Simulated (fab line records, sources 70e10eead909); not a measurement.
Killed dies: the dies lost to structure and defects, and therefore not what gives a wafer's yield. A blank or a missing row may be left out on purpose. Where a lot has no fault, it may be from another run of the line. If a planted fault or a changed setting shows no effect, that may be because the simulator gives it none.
Chamber matching + flow nand-harc + rie-diel-13 running NHARC_A_STAIRCASE_TRIM_187: 4 sister chambers
The step chemistry O2, time 211.2 s. 8 wafers are shown with their chamber, then 11 later ones without.

## WAFERS PAIRED WITH THEIR CHAMBERS
| wafer  | chamber | drypump-motor-current-A (A) | showerhead-plenum-p-Torr (Torr) |
|--------|---------|-----------------------------|---------------------------------|
| L078.3 | 2       | 5.4                         | 3.39                            |
| L078.5 | 2       | 5.4                         | 3.39                            |
| L081.2 | 3       | 5.9                         | 3.79                            |
| L082.3 | 1       | 6.5                         | 3.79                            |
| L088.1 | 0       | 5.9                         | 3.71                            |
| L088.2 | 1       | 6.5                         | 3.78                            |
| L088.3 | 3       | 5.9                         | 3.78                            |
| L089.1 | 0       | 6.0                         | 3.71                            |

## WAFERS WHOSE CHAMBER IS MISSING
| wafer  | drypump-motor-current-A (A) | showerhead-plenum-p-Torr (Torr) |
|--------|-----------------------------|---------------------------------|
| L089.4 | 5.4                         | 3.37                            |
| L089.6 | 5.9                         | 3.77                            |
| L093.3 | 5.4                         | 3.37                            |
| L093.4 | 5.9                         | 3.77                            |
| L093.5 | 5.4                         | 3.37                            |
| L096.3 | 6.6                         | 3.77                            |
| L096.4 | 5.9                         | 3.70                            |
| L096.6 | 5.4                         | 3.36                            |
| L097.1 | 6.5                         | 3.77                            |
| L097.4 | 5.9                         | 3.76                            |
| L097.5 | 5.9                         | 3.76                            |

## THE CHAMBER EACH PASSED THROUGH
| wafer  | from the rows above | in truth |
|--------|---------------------|----------|
| L089.4 | 2                   | 2        |
| L089.6 | 3                   | 3        |
| L093.3 | 2                   | 2        |
| L093.4 | 3                   | 3        |
| L093.5 | 2                   | 2        |
| L096.3 | 1                   | 1        |
| L096.4 | 0                   | 0        |
| L096.6 | 2                   | 2        |
| L097.1 | 1                   | 1        |
| L097.4 | 3                   | 3        |
| L097.5 | 3                   | 3        |
11 of 11 placed correctly. Not placeable from these rows: 0. Number placed wrongly: 0.
How it was worked out, from the rows above alone: a wafer's distance from a chamber is the root of the sum, over the readings, of the square of ((its reading less the chamber's mean) divided by the reading's scatter). The wafer belongs to the nearest chamber; if the next one is less than 2 further off, it can't be placed. For every chamber, the mean is computed from those of its wafers that are shown. The scatter: take each reading less its chamber's mean, square it, sum over the shown wafers, divide by the number of wafers less the number of chambers, and take the root.
